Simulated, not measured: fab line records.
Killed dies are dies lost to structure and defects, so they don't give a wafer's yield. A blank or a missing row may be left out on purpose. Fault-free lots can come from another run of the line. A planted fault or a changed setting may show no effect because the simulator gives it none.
fab line records | flow n5-finfet | part 1 of 2: steps 1 to 23 of 30
record: lots: 5 wafers: 15 last-day: 18
route steps=1938 shown HKMG_FIN@411
lots untouched by any fault: they come from a run of this same line in which no faults occurred
start-h: the number of hours between the record's first day and the start of the first shown wafer of the lot | wait-h: time in hours since the lot's previous step | " identical to the entry in the row above | L1.1+2: a row that stands for several wafers | - either no value or no given start | * or withheld: withheld | < > ~ a bound
route shown NAME@n: a module of which the file shows steps, and the number in the route of the first | usual: mean and standard deviation over wafers with no fault | same: alike in all rows | chamber/n: place in a boat | sites: readings site by site | _std_site: standard deviation across them | _edge_site: inner sites' mean taken away from outer sites' mean | radius-mm: for every site, how far away it sits from the centre of the wafer | mask NAME#n: copy n | behind: tool/chamber where the wafer was last shaped | hold: why the lot went on hold/how many hours it stayed there/how the hold came to an end | device: the n, p or np transistor that did not switch | end of line: tests of these same wafers at the route's end | step lacking rows: just its recipe | killed: count of dies lost to structure and defects at first sort (not the wafer's yield) | map: dies across one wafer; x = killed, . = not, _ = none there
set.NAME: setting as actually run; set.NAME@STEP: the setting as run at that earlier step | model.NAME: the simulator's own value behind a step, which no gauge read
a table for each step, a row for each wafer; lots at some steps of the route
services: a tool's chamber out of use, with start hour (start-h, from the record's first day; less than 0 if before it), hours out, and reason
== steps ==
step: N5_HKMG_FIN_WET_ETCH_78
recipe: chemistry: dNH4OH mix: 1:50 temp-c: 25 target: Al2O3 stop-on: La2O3 target-depth-nm: 4.5 dry: ipa-marangoni rinse-time-s: 30 rinse-temp-c: 23
columns lot.wafer tool chamber start-h wait-h
L082.1+3+6 wet-bench-03 6,7,3 124.30 0.0
L088.1+4+6 wet-bench-02 7,3,4 159.19 0.0
L089.2+5+6 wet-bench-06 3,7,0 165.15 0.0
L093.1+4+6 wet-bench-03 2,3,6 187.41 0.0
L094.4+5+6 wet-bench-03 7,6,0 194.31 0.0
step: N5_HKMG_FIN_ALD_79
recipe: material: TiN target-thk-a: 15 temp-c: 400 ald-precursor-family: TiCl4 ald-co-reactant: NH3 pulse-time-s: 1 purge-time-s: 3 co-reactant-purge-time-s: 2 co-reactant-pulse-time-s: 2 ald-cycles: 68 pressure-torr: 3
usual: heater-power-w: 906/120 precursor-pulse-height-rel: 0.998/0.018
columns lot.wafer tool chamber start-h wait-h heater-power-w precursor-pulse-height-rel
L082.1 ald-metal-02 2 124.37 0.0 855 1.003
L082.3 " 0 " " 849 0.983
L082.6 " 1 " " 1038 0.999
L088.1 ald-metal-02 1 159.26 0.0 1025 1.007
L088.4 " 3 " " 944 0.996
L088.6 " 3 " " 914 0.994
L089.2 ald-metal-01 0 165.22 0.0 821 0.965
L089.5 " 1 " " 1153 1.011
L089.6 " 2 " " 981 1.027
L093.1 ald-metal-02 1 187.48 0.0 1018 0.988
L093.4 " 3 " " 926 0.980
L093.6 " 3 " " 931 1.020
L094.4 ald-metal-03 3 194.38 0.0 826 0.974
L094.5 " 2 " " 695 0.986
L094.6 " 3 " " 798 0.993
step: N5_HKMG_FIN_CVD_62
recipe: material: a-Si target-thk-a: 30 temp-c: 500 precursor: Si2H6 pressure-torr: 1 time-s: 20.8
usual: heater-power-w: 1337/150
columns lot.wafer tool chamber start-h wait-h heater-power-w
L082.1 thermal-cvd-si-01 2 124.73 0.2 1559
L082.3 " 1 " " 1210
L082.6 " 2 " " 1563
L088.1 thermal-cvd-si-01 1 159.62 0.2 1192
L088.4 " 0 " " 1312
L088.6 " 2 " " 1553
L089.2 thermal-cvd-si-02 1 165.58 0.2 1584
L089.5 " 2 " " 1298
L089.6 " 0 " " 1199
L093.1 thermal-cvd-si-02 0 187.85 0.2 1188
L093.4 " 2 " " 1256
L093.6 " 2 " " 1277
L094.4 thermal-cvd-si-01 2 194.79 0.2 1560
L094.5 " 0 " " 1346
L094.6 " 1 " " 1181
step: N5_HKMG_FIN_RTA_80
recipe: temp-c: withheld time-s: 2 ambient: N2 idle-temp-c: 600 ramp-up-c-per-s: 150 ramp-down-c-per-s: 60 cool-to-c: 600
columns lot.wafer tool chamber start-h wait-h
L082.1+3+6 rtp-anneal-02 0 124.86 0.1
L088.1+4+6 rtp-anneal-01 0 159.76 0.1
L089.2+5+6 rtp-anneal-02 0 165.76 0.1
L093.1+4+6 rtp-anneal-02 0 188.06 0.2
L094.4+5+6 rtp-anneal-01 0 194.99 0.2
step: N5_HKMG_FIN_PRECLEAN_64
recipe: chemistry: dHF time-s: 30 temp-c: 25 dilution: withheld
columns lot.wafer tool chamber start-h wait-h
L082.1+3+6 wet-bench-02 6,1,4 125.01 0.1
L088.1+4+6 wet-bench-03 3,0,6 159.90 0.1
L089.2+5+6 wet-bench-03 1,2,5 165.90 0.1
L093.1+4+6 wet-bench-02 0,3,7 188.20 0.1
L094.4+5+6 wet-bench-02 2,6,1 195.14 0.1
step: N5_HKMG_FIN_WET_ETCH_65
recipe: chemistry: TMAH temp-c: 70 conc-wt-pct: 5 target: a-Si stop-on: TiN time-s: 49 target-depth-nm: 3
columns lot.wafer tool chamber start-h wait-h
L082.1+3+6 wet-bench-02 6,1,4 125.02 0.0
L088.1+4+6 wet-bench-03 3,0,6 159.92 0.0
L089.2+5+6 wet-bench-03 1,2,5 165.91 0.0
L093.1+4+6 wet-bench-02 0,3,7 188.22 0.0
L094.4+5+6 wet-bench-02 2,6,1 195.15 0.0
step: N5_HKMG_FIN_WET_ETCH_81
recipe: chemistry: SC1 target: TiN stop-on: HfO2 mix: 1:1:5 temp-c: 60 time-s: 57 target-depth-nm: 6
columns lot.wafer tool chamber start-h wait-h
L082.1+3+6 wet-bench-02 6,1,4 125.03 0.0
L088.1+4+6 wet-bench-03 3,0,6 159.93 0.0
L089.2+5+6 wet-bench-03 1,2,5 165.92 0.0
L093.1+4+6 wet-bench-02 0,3,7 188.23 0.0
L094.4+5+6 wet-bench-02 2,6,1 195.16 0.0
step: N5_HKMG_FIN_WET_ETCH_82
recipe: chemistry: dHCl mix: 1:10000 temp-c: 25 target: La2O3 stop-on: HfO2 target-depth-nm: 2 dry: ipa-marangoni rinse-time-s: 30 rinse-temp-c: 23
columns lot.wafer tool chamber start-h wait-h
L082.1+3+6 wet-bench-02 6,1,4 125.07 0.0
L088.1+4+6 wet-bench-03 3,0,6 159.96 0.0
L089.2+5+6 wet-bench-03 1,2,5 165.95 0.0
L093.1+4+6 wet-bench-02 0,3,7 188.26 0.0
L094.4+5+6 wet-bench-02 2,6,1 195.20 0.0
step: N5_HKMG_FIN_ALD_36
recipe: material: TiN target-thk-a: 10 temp-c: 400 ald-precursor-family: TiCl4 ald-co-reactant: NH3 pulse-time-s: 1 purge-time-s: 3 co-reactant-purge-time-s: 2 co-reactant-pulse-time-s: 2 ald-cycles: 47 pressure-torr: 3
usual: heater-power-w: 894/130 precursor-pulse-height-rel: 0.997/0.02
columns lot.wafer tool chamber start-h wait-h heater-power-w precursor-pulse-height-rel
L082.1 ald-metal-02 1 125.13 0.0 989 1.024
L082.3 " 0 " " 851 1.037
L082.6 " 3 " " 921 1.023
L088.1 ald-metal-03 2 160.02 0.0 706 0.993
L088.4 " 3 " " 822 0.986
L088.6 " 2 " " 737 1.024
L089.2 ald-metal-02 1 166.02 0.0 1003 0.986
L089.5 " 1 " " 1011 1.017
L089.6 " 0 " " 862 0.986
L093.1 ald-metal-01 1 188.32 0.0 1165 0.979
L093.4 " 0 " " 816 0.985
L093.6 " 3 " " 835 1.000
L094.4 ald-metal-01 0 195.26 0.0 829 0.973
L094.5 " 3 " " 807 1.038
L094.6 " 0 " " 829 1.036
step: N5_HKMG_FIN_THK_MEAS_70
recipe: thk-meas-gauge: xrf reads: HfO2_of_HKMG_FIN_HK_ALD_01
usual: HK_THK: 1.609/0.021
columns lot.wafer tool chamber start-h wait-h HK_THK[nm]
L082.1 film-metro-02 - 125.41 0.2 1.597
L082.3 " - " " 1.576
L082.6 " - " " 1.552
L088.1 film-metro-02 - 160.30 0.2 1.626
L088.4 " - " " 1.615
L088.6 " - " " 1.592
L089.2 film-metro-02 - 166.30 0.2 1.621
L089.5 " - " " 1.602
L089.6 " - " " 1.591
L093.1 film-metro-02 - 188.60 0.2 1.615
L093.4 " - " " 1.626
L093.6 " - " " 1.597
L094.4 film-metro-01 - 195.54 0.2 1.603
L094.5 " - " " 1.627
L094.6 " - " " 1.604
step: N5_HKMG_FIN_PWFM_ALD_03
recipe: material: TiN target-thk-a: 20 temp-c: 400 ald-precursor-family: TiCl4 ald-co-reactant: NH3 pulse-time-s: 1 purge-time-s: 3 co-reactant-purge-time-s: 2 co-reactant-pulse-time-s: 2 ald-cycles: 91 pressure-torr: 3
usual: heater-power-w: 918/120 precursor-pulse-height-rel: 1.002/0.017
columns lot.wafer tool chamber start-h wait-h heater-power-w precursor-pulse-height-rel
L082.1 ald-metal-01 2 125.45 0.0 986 0.987
L082.3 " 0 " " 854 1.040
L082.6 " 3 " " 794 1.014
L088.1 ald-metal-01 3 160.34 0.0 832 0.970
L088.4 " 2 " " 973 0.976
L088.6 " 1 " " 1165 1.002
L089.2 ald-metal-01 0 166.33 0.0 843 0.992
L089.5 " 1 " " 1121 1.013
L089.6 " 2 " " 995 0.992
L093.1 ald-metal-03 2 188.64 0.0 685 0.975
L093.4 " 3 " " 824 0.993
L093.6 " 0 " " 1085 0.993
L094.4 ald-metal-02 0 195.57 0.0 866 1.038
L094.5 " 2 " " 874 1.002
L094.6 " 1 " " 1011 0.995
step: N5_HKMG_FIN_COAT_29
recipe: resist: SOC temp-c: 250 time-s: 60 spin-rpm: 1500 resist-thk-nm: 300
usual: exhaust-pa: 44.8/0.88 resist-line-temp-C: 23.00/0.1
columns lot.wafer tool chamber start-h wait-h exhaust-pa resist-line-temp-C
L082.1 litho-track-02 0 125.92 0.2 45.6 23.03
L082.3 " 0 " " 46.0 23.11
L082.6 " 0 " " 45.4 22.94
L088.1 litho-track-01 0 160.81 0.2 44.7 23.12
L088.4 " 0 " " 44.3 22.99
L088.6 " 0 " " 45.1 22.91
L089.2 litho-track-02 0 166.80 0.2 44.4 23.10
L089.5 " 0 " " 44.2 23.09
L089.6 " 0 " " 43.5 22.82
L093.1 litho-track-01 0 189.11 0.2 44.6 23.04
L093.4 " 0 " " 45.5 23.03
L093.6 " 0 " " 44.6 23.01
L094.4 litho-track-02 0 196.04 0.2 44.5 22.96
L094.5 " 0 " " 45.2 22.82
L094.6 " 0 " " 44.5 23.00
step: N5_HKMG_FIN_COAT_30
recipe: resist: SiARC temp-c: 220 time-s: 60 spin-rpm: 1500 resist-thk-nm: 35
usual: exhaust-pa: 45.2/0.92 resist-line-temp-C: 23.00/0.096
columns lot.wafer tool chamber start-h wait-h exhaust-pa resist-line-temp-C
L082.1 litho-track-02 0 - - 45.9 23.00
L082.3 " 0 " " 44.5 22.99
L082.6 " 0 " " 44.1 23.09
L088.1 litho-track-01 0 - - 44.5 22.97
L088.4 " 0 " " 46.1 23.09
L088.6 " 0 " " 44.5 23.00
L089.2 litho-track-02 0 - - 46.6 22.95
L089.5 " 0 " " 44.8 22.87
L089.6 " 0 " " 46.4 22.94
L093.1 litho-track-01 0 - - 45.5 23.04
L093.4 " 0 " " 45.4 23.15
L093.6 " 0 " " 44.1 23.15
L094.4 litho-track-02 0 - - 44.2 23.01
L094.5 " 0 " " 44.0 22.93
L094.6 " 0 " " 45.7 22.87
step: N5_HKMG_FIN_COAT_06
recipe: resist: CAR-ArF spin-rpm: 1500 resist-thk-nm: 90
usual: exhaust-pa: 44.9/0.87 resist-line-temp-C: 23.02/0.11
columns lot.wafer tool chamber start-h wait-h exhaust-pa resist-line-temp-C
L082.1 litho-track-02 0 - - 45.7 23.00
L082.3 " 0 " " 44.8 22.94
L082.6 " 0 " " 46.7 23.17
L088.1 litho-track-01 0 - - 43.8 23.26
L088.4 " 0 " " 45.9 23.14
L088.6 " 0 " " 46.0 23.14
L089.2 litho-track-02 0 - - 44.9 23.09
L089.5 " 0 " " 46.0 22.98
L089.6 " 0 " " 45.6 23.00
L093.1 litho-track-01 0 - - 45.8 23.06
L093.4 " 0 " " 45.5 22.99
L093.6 " 0 " " 45.2 23.10
L094.4 litho-track-02 0 - - 44.9 22.97
L094.5 " 0 " " 45.5 23.20
L094.6 " 0 " " 45.2 23.09
step: N5_HKMG_FIN_EBR_08
recipe: solvent: PGMEA ebr-width-mm: 1.5
usual: exhaust-pa: 45.0/0.92 resist-line-temp-C: 23.05/0.11
columns lot.wafer tool chamber start-h wait-h exhaust-pa resist-line-temp-C
L082.1 litho-track-02 0 - - 46.4 22.88
L082.3 " 0 " " 46.2 22.99
L082.6 " 0 " " 45.8 22.88
L088.1 litho-track-01 0 - - 44.4 22.98
L088.4 " 0 " " 45.1 23.07
L088.6 " 0 " " 43.6 23.07
L089.2 litho-track-02 0 - - 46.6 23.10
L089.5 " 0 " " 46.1 23.17
L089.6 " 0 " " 45.3 22.98
L093.1 litho-track-01 0 - - 44.0 23.05
L093.4 " 0 " " 43.6 22.98
L093.6 " 0 " " 44.8 23.09
L094.4 litho-track-02 0 - - 44.6 23.10
L094.5 " 0 " " 45.3 23.19
L094.6 " 0 " " 44.4 23.18
step: N5_HKMG_FIN_SOFTBAKE_07
recipe: temp-c: 110 time-s: 60 resist: CAR-ArF
usual: exhaust-pa: 45.0/0.88 resist-line-temp-C: 23.01/0.11
columns lot.wafer tool chamber start-h wait-h exhaust-pa resist-line-temp-C
L082.1 litho-track-02 0 - - 44.4 23.08
L082.3 " 0 " " 44.9 22.98
L082.6 " 0 " " 44.7 23.05
L088.1 litho-track-01 0 - - 45.3 22.91
L088.4 " 0 " " 44.6 22.95
L088.6 " 0 " " 45.0 23.05
L089.2 litho-track-02 0 - - 45.3 23.24
L089.5 " 0 " " 45.7 23.17
L089.6 " 0 " " 44.6 23.15
L093.1 litho-track-01 0 - - 44.0 22.93
L093.4 " 0 " " 44.3 23.04
L093.6 " 0 " " 45.7 23.00
L094.4 litho-track-02 0 - - 45.5 23.19
L094.5 " 0 " " 46.8 23.07
L094.6 " 0 " " 44.3 23.33
step: N5_HKMG_FIN_EXPOSE_09
recipe: mask-id: NWFM na: 1.35 source-shape: conventional sigma-outer: 0.8 polarization: unpolarized target-cd-nm: 98 dose-mj: 39.25
columns lot.wafer tool chamber start-h wait-h mask
L082.1+3+6 arfi-scanner-01 0 126.04 - NWFM#0
L088.1+4+6 arfi-scanner-03 0 160.93 - NWFM#0
L089.2+5+6 arfi-scanner-01 0 167.05 - NWFM#0
L093.1+4+6 arfi-scanner-03 0 189.35 - NWFM#0
L094.4+5+6 arfi-scanner-02 0 196.30 - NWFM#0
step: N5_HKMG_FIN_PEB_10
recipe: peb-temp-c: withheld peb-time-s: 60 resist: CAR-ArF
usual: exhaust-pa: 44.8/0.93 resist-line-temp-C: 22.98/0.1
same: peb-time-s: 60
columns lot.wafer tool chamber start-h wait-h exhaust-pa resist-line-temp-C
L082.1 litho-track-04 0 126.09 0.1 44.9 22.97
L082.3 " 0 " " 45.4 22.77
L082.6 " 0 " " 43.5 22.82
L088.1 litho-track-02 0 160.98 0.1 45.4 23.09
L088.4 " 0 " " 44.6 22.96
L088.6 " 0 " " 45.9 23.03
L089.2 litho-track-02 0 167.10 0.0 46.6 22.89
L089.5 " 0 " " 45.6 22.89
L089.6 " 0 " " 45.1 23.10
L093.1 litho-track-01 0 189.41 0.1 44.5 22.82
L093.4 " 0 " " 44.1 22.91
L093.6 " 0 " " 45.1 23.00
L094.4 litho-track-02 0 196.35 0.0 45.3 23.05
L094.5 " 0 " " 45.0 23.14
L094.6 " 0 " " 44.7 23.15
step: N5_HKMG_FIN_DEVELOP_11
recipe: develop-time-s: 30 developer: TMAH resist: CAR-ArF dev-temp-c: 23 rinse-liquid: diw dry: air-spin
usual: exhaust-pa: 44.8/0.85 resist-line-temp-C: 23.00/0.099
columns lot.wafer tool chamber start-h wait-h exhaust-pa resist-line-temp-C
L082.1 litho-track-04 0 - - 46.1 23.15
L082.3 " 0 " " 46.1 23.11
L082.6 " 0 " " 46.1 23.15
L088.1 litho-track-02 0 - - 46.2 22.97
L088.4 " 0 " " 43.7 22.87
L088.6 " 0 " " 44.8 22.94
L089.2 litho-track-02 0 - - 45.8 22.87
L089.5 " 0 " " 44.8 22.98
L089.6 " 0 " " 44.8 23.03
L093.1 litho-track-01 0 - - 44.8 22.97
L093.4 " 0 " " 44.5 22.88
L093.6 " 0 " " 45.7 22.98
L094.4 litho-track-02 0 - - 44.6 22.93
L094.5 " 0 " " 45.3 23.02
L094.6 " 0 " " 44.9 22.97
step: N5_HKMG_FIN_CD_MEAS_12
recipe: target-cd-nm: 92.8 landing-energy-ev: 500 detector: se-inlens
usual: cd-nm: 93.4/0.78
columns lot.wafer tool chamber start-h wait-h cd-nm
L082.1 cd-sem-03 0 126.16 - 92.5
L082.3 " 0 " " 92.2
L082.6 " 0 " " 92.1
L088.1 cd-sem-02 0 161.05 - 92.5
L088.4 " 0 " " 93.1
L088.6 " 0 " " 93.1
L089.2 cd-sem-02 0 167.17 - 94.0
L089.5 " 0 " " 92.2
L089.6 " 0 " " 93.2
L093.1 cd-sem-03 0 189.48 - 93.5
L093.4 " 0 " " 94.4
L093.6 " 0 " " 94.3
L094.4 cd-sem-01 0 196.41 - 94.0
L094.5 " 0 " " 94.5
L094.6 " 0 " " 93.8
step: N5_HKMG_FIN_OVL_MEAS_13
recipe: points-per-wafer: 44
usual: NWFM_OVL: 0.2/0.65
columns lot.wafer tool chamber start-h wait-h NWFM_OVL[nm]
L082.1 overlay-02 0 126.19 0.0 1.9
L082.3 " 0 " " 1.2
L082.6 " 0 " " 0.1
L088.1 overlay-01 0 161.08 0.0 0.2
L088.4 " 0 " " 1.8
L088.6 " 0 " " 0.3
L089.2 overlay-01 0 167.20 0.0 -0.3
L089.5 " 0 " " 0.6
L089.6 " 0 " " -0.4
L093.1 overlay-02 0 189.51 0.0 -0.3
L093.4 " 0 " " 1.2
L093.6 " 0 " " 0.0
L094.4 overlay-02 0 196.44 0.0 0.0
L094.5 " 0 " " -0.6
L094.6 " 0 " " -0.7
step: N5_HKMG_FIN_INSPECT_14
recipe: mode: adi inspect-instrument: macro
usual: raw-defect-count: 2.1/1.5
columns lot.wafer tool chamber start-h wait-h raw-defect-count
L082.1 defect-inspect-02 - 126.22 0.0 1
L082.3 " - " " 2
L082.6 " - " " 3
L088.1 defect-inspect-02 - 161.11 0.0 5
L088.4 " - " " 2
L088.6 " - " " 2
L089.2 defect-inspect-01 - 167.22 0.0 2
L089.5 " - " " 1
L089.6 " - " " 0
L093.1 defect-inspect-01 - 189.53 0.0 4
L093.4 " - " " 2
L093.6 " - " " 0
L094.4 defect-inspect-02 - 196.47 0.0 2
L094.5 " - " " 0
L094.6 " - " " 4
step: N5_HKMG_FIN_DESCUM_17
recipe: chemistry: O2 time-s: 7.9 source-power-w: 50 bias-power-w: 20 pressure-mtorr: 20 rf-frequency-hz: 2.712e+07 temp-c: 40 resist: CAR-ArF o2-flow-sccm: 225
usual: drypump-motor-current-A: 5.5/0.36 oes-product-au: 0.82/0.097 rf-vpp-V: 243.3/1.6 showerhead-plenum-p-Torr: 2.10/0.086 throttle-valve-pct: 20.37/0.19
columns lot.wafer tool chamber start-h wait-h drypump-motor-current-A oes-product-au rf-hours-counter-h rf-vpp-V showerhead-plenum-p-Torr throttle-valve-pct
L082.1 rie-diel-03 0 126.25 0.0 5.3 0.79 119 241.8 2.04 20.57
L082.3 " 1 " " 5.3 0.92 21 245.6 2.25 20.19
L082.6 " 3 " " 5.5 0.82 - 245.9 2.20 20.19
L088.1 rie-diel-01 2 161.14 0.0 6.0 0.69 232 241.9 1.97 20.48
L088.4 " 0 " " 5.5 0.94 - 243.6 2.05 20.28
L088.6 " 2 " " 5.9 0.69 - 240.6 1.97 20.46
L089.2 rie-diel-01 2 167.26 0.0 6.0 0.69 235 241.0 1.97 20.48
L089.5 " 3 " " 4.9 0.93 - 242.6 2.14 20.19
L089.6 " 2 " " 6.0 0.69 - 240.8 1.97 20.48
L093.1 rie-diel-01 2 189.56 0.0 6.0 0.68 244 241.2 1.96 20.49
L093.4 " 1 " " 5.2 0.95 5 243.6 2.15 20.21
L093.6 " 3 " " 4.9 0.91 - 243.6 2.14 20.21
L094.4 rie-diel-04 2 196.62 0.2 5.5 0.81 - 244.4 2.10 20.11
L094.5 " 1 " " 6.5 0.85 - 242.2 2.03 20.66
L094.6 " 3 " " 5.8 0.93 - 245.2 2.22 20.40
